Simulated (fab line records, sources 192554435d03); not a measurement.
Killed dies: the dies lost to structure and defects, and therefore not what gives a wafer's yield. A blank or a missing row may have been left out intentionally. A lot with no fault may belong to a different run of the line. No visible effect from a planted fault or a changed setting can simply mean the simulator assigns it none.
Struck lot and sound lot, side by side ; flow n5Finfet ; 16 out of 1938 route steps
Sound: wafers L981.1, L981.2, L981.4. Struck: wafer L993.2. (L993.1, L993.4 of the same lot were not struck and are left out.) The cause comes at the end.
For every step that has rows: the tool of each side, followed by ch and its chambers, followed by its first start. Under that, the readings that differ: sound wafers ; struck wafers ; difference of the means ; sigmas: that difference in standard deviations of wafers without a fault.
alike: readings with means less than 2 such deviations apart, plus words and numbers identical on both sides. not compared: withheld readings, readings lacking a value on some wafer, bounds such as >300 that could conceal the same value, and numbers that have no deviation in the record and whose values overlap.
The two part at a step that has a row with sigmas, a row that says differs or no value, or rows on one side only. Numbers that don't overlap but have no deviation are shown without sigmas and don't part them. Lack of a reading on every wafer of one side parts them only where that side has two or more wafers.

first, 1 step without rows for these wafers: N5_FIN_CUT_STRIP_31 (strips in N2/H2).
N5_FIN_CUT_STRIP_24: strips in CF4.
  sound on rieDiel-04 ch 0,1,2, day 2 09:44; struck on rieDiel-04 ch 3, day 5 09:37
  alike: cf4FlowSccm, drypumpMotorCurrentA, oesProductAu, powerW, rfVppV, showerheadPlenumPTorr, throttleValvePct
  not compared: rfHoursCounterH
then, 3 steps without rows for these wafers: N5_FIN_CUT_CUT_ETCH_26 (etches SiNx in CH3F/O2, target depth 39 nm, time 55.7 s); N5_FIN_CUT_CUT_ETCH_27 (etches SiO2 in CHF3/O2, target depth 4 nm, overetch 2 nm, time 4.9 s); N5_FIN_CUT_PRECLEAN_35 (cleans in vHF, time 13.3 s).
N5_FIN_CUT_CUT_ETCH_15: etches Si in HBr/Cl2/O2, target depth 100 nm, bt time 10 s, time 42.4 s.
  sound on rieSi-02 ch 0,1,3, day 2 09:57; struck on rieSi-05 ch 2, day 5 09:50
  alike: drypumpMotorCurrentA, heBacksideLeakSccm, oesProductAu, throttleValvePct
  not compared: rfHoursCounterH
N5_FIN_CUT_CUT_ETCH_28: etches Si in HBr/Cl2/O2, target depth 6 nm, time 2.4 s.
  sound on rieSi-02 ch 0,1,3, day 2 10:00; struck on rieSi-05 ch 2, day 5 09:53
  alike: drypumpMotorCurrentA, heBacksideLeakSccm, oesProductAu, throttleValvePct
  not compared: rfHoursCounterH
N5_FIN_CUT_STRIP_22: strips in N2/H2.
  sound on rieDiel-03 ch 0,2,3, day 2 10:04; struck on rieDiel-03 ch 3, day 5 09:58
reading;sound;struck;difference;sigmas
rfHoursCounterH (h);155 153 152;182;+29;
  alike: drypumpMotorCurrentA, n2FlowSccm, oesProductAu, powerW, rfVppV, showerheadPlenumPTorr, throttleValvePct
then, 3 steps without rows for these wafers: N5_FIN_CUT_PRECLEAN_36 (cleans in O3/DIW, time 60 s); N5_FIN_CUT_SRD_32 (time 30 s); N5_FIN_CUT_UV_OZONE_34 (time 120 s).
N5_FIN_CUT_INSPECT_17: inspects for defects (brightfield).
  sound: defectInspect-02 at day 2 10:14; struck: defectInspect-01 at day 5 10:07
  alike: rawDefectCount
N5_STI_FIN_REVEAL_ALD_00: deposits SiO2, target thk 1 nm, pulse time 1 s.
  sound on aldSin-02 ch 0,1,2, day 2 10:16; struck on aldSin-03 ch 1, day 5 10:17
reading;sound;struck;difference;sigmas
model.SiO2_of_STI_FIN_REVEAL_ALD_00.thkNm (nm);1 1 1;0.4;-0.6;
  alike: heaterPowerW, precursorPulseHeightRel
N5_STI_FIN_REVEAL_ALD_14: deposits Si3N4, target thk 3 nm.
  sound on aldSin-02 ch 0,1,2, day 2 10:19; struck on aldSin-03 ch 1, day 5 10:20
  alike: heaterPowerW
-- record jumps: 6 days separate the struck wafers' starts on either side; left off in module STI_FIN_REVEAL, taken up again in module BEOL_M4, whose first shown step is the route's number 1111 --
N5_BEOL_M4_RC_MEAS_101:
  sound on prober-02 ch 0, day 8 01:46; struck on prober-01 ch 0, day 11 16:17
reading;sound;struck;difference;sigmas
SS_N (mV/dec);72.4 71.7 71.8;70.3;-1.7;-3
SS_P (mV/dec);73.8 72.9 73.6;72.2;-1.2;-2
  alike: DIBL_N, DIBL_P, IOFF_N, IOFF_P, ION_N, ION_P, VT_N, VT_P
-- a jump in the record: the struck wafers' starts before and after are 4 days apart (it breaks off in module BEOL_M4 and resumes in module PASSIVATION, where the first step shown is number 1936 of the route) --
N5_PASSIVATION_PROBE_49:
  the record has rows for the struck wafers here (prober-01, day 16 04:13) and none for the sound ones

WHERE THEY PART
Earliest at N5_BEOL_M4_RC_MEAS_101; latest, in this record, at N5_PASSIVATION_PROBE_49.

WHY: the cause the simulator had injected
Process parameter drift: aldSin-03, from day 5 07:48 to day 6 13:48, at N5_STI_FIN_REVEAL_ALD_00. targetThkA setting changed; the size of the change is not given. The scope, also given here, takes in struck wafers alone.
